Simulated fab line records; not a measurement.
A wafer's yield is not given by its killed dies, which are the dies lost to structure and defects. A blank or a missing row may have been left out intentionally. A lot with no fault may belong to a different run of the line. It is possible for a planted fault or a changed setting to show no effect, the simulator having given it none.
Matching of chambers + flow n5Finfet + N5_MOL_CONTACT_COAG_ETCHBACK_134 on rieDiel-01 has 4 sister chambers
The step etches SiO2 in CHF3, target depth 10 nm, time 6.7 s. 8 wafers are shown with their chamber, then 8 later ones without.

== WAFERS PAIRED WITH THEIR CHAMBERS ==
| wafer  | chamber | drypumpMotorCurrentA (A) | showerheadPlenumPTorr (Torr) |
|--------|---------|--------------------------|------------------------------|
| L079.1 | 1       | 5.3                      | 2.33                         |
| L079.6 | 0       | 4.9                      | 2.38                         |
| L083.5 | 3       | 4.9                      | 2.50                         |
| L083.6 | 2       | 6.4                      | 2.54                         |
| L088.1 | 3       | 4.9                      | 2.50                         |
| L088.2 | 1       | 5.4                      | 2.33                         |
| L088.5 | 2       | 6.4                      | 2.53                         |
| L089.1 | 0       | 4.9                      | 2.37                         |

== WAFERS WHOSE CHAMBER IS MISSING ==
| wafer  | drypumpMotorCurrentA (A) | showerheadPlenumPTorr (Torr) |
|--------|--------------------------|------------------------------|
| L089.3 | 5.3                      | 2.33                         |
| L089.4 | 4.9                      | 2.50                         |
| L093.1 | 6.4                      | 2.53                         |
| L093.4 | 6.4                      | 2.53                         |
| L093.5 | 4.9                      | 2.37                         |
| L097.1 | 6.4                      | 2.53                         |
| L097.2 | 5.3                      | 2.32                         |
| L097.3 | 4.9                      | 2.49                         |

== CHAMBER TAKEN BY EACH ==
| wafer  | from the rows above | in truth |
|--------|---------------------|----------|
| L089.3 | 1                   | 1        |
| L089.4 | 3                   | 3        |
| L093.1 | 2                   | 2        |
| L093.4 | 2                   | 2        |
| L093.5 | 0                   | 0        |
| L097.1 | 2                   | 2        |
| L097.2 | 1                   | 1        |
| L097.3 | 3                   | 3        |
Placed correctly: 8 of 8. Can't be placed from these rows: 0. 0 placed wrongly.
How it was worked out, from the rows above alone: a wafer's distance from a chamber is the root of the sum, over the readings, of the square of ((its reading less the chamber's mean) divided by the reading's scatter). The wafer belongs to the nearest chamber; if the next one is less than 2 further off, it can't be placed. Each chamber's mean is taken over the wafers shown for it. How the scatter is found: for the shown wafers, subtract from each reading the mean of its chamber, square and add these, divide the total by (wafers less chambers), then take the root.
